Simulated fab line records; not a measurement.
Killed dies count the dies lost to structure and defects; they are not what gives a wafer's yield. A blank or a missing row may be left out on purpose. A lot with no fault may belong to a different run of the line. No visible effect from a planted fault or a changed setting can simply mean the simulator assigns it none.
Chamber matching || flow n5_finfet || N5_BEOL_M9_ILD_DEP_00 on pecvd-04: 3 sister chambers
The step deposits SiCOH lowk from DEMS/porogen, target thk 308.51 nm, time 58 s. 3 wafers are shown with their chamber, then 7 later ones without.

## EACH WAFER AND ITS CHAMBER
{"wafer": "L086.4", "chamber": 2, "throttle_valve_pct (%)": 13.0}
{"wafer": "L084.2", "chamber": 0, "throttle_valve_pct (%)": 13.5}
{"wafer": "L084.4", "chamber": 1, "throttle_valve_pct (%)": 15.5}

## WAFERS WHOSE CHAMBER IS MISSING
{"wafer": "L084.5", "throttle_valve_pct (%)": 13.1}
{"wafer": "L088.3", "throttle_valve_pct (%)": 13.5}
{"wafer": "L088.5", "throttle_valve_pct (%)": 13.4}
{"wafer": "L088.6", "throttle_valve_pct (%)": 13.7}
{"wafer": "L090.2", "throttle_valve_pct (%)": 13.1}
{"wafer": "L090.4", "throttle_valve_pct (%)": 13.5}
{"wafer": "L090.5", "throttle_valve_pct (%)": 13.0}

## WHICH CHAMBER EACH ONE RAN IN
{"wafer": "L084.5", "from the rows above": 2, "in truth": 2}
{"wafer": "L088.3", "from the rows above": 0, "in truth": 0}
{"wafer": "L088.5", "from the rows above": 0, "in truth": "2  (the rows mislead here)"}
{"wafer": "L088.6", "from the rows above": 0, "in truth": 0}
{"wafer": "L090.2", "from the rows above": 2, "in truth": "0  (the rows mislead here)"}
{"wafer": "L090.4", "from the rows above": 0, "in truth": 0}
{"wafer": "L090.5", "from the rows above": 2, "in truth": 2}
Correctly placed: 5 of 7. Left unplaced by these rows: 0. 2 placed wrongly.
How it was worked out, from the rows above alone: a wafer's distance from a chamber is the root of the sum, over the readings, of the square of ((its reading less the chamber's mean) divided by the reading's scatter). The wafer belongs to the nearest chamber; if the next one is less than 2 further off, it can't be placed. Each chamber's mean is taken over the wafers shown for it. The scatter (one wafer shown for each chamber): square how far every hidden wafer sits from the nearest shown wafer, average those squares and take the square root.
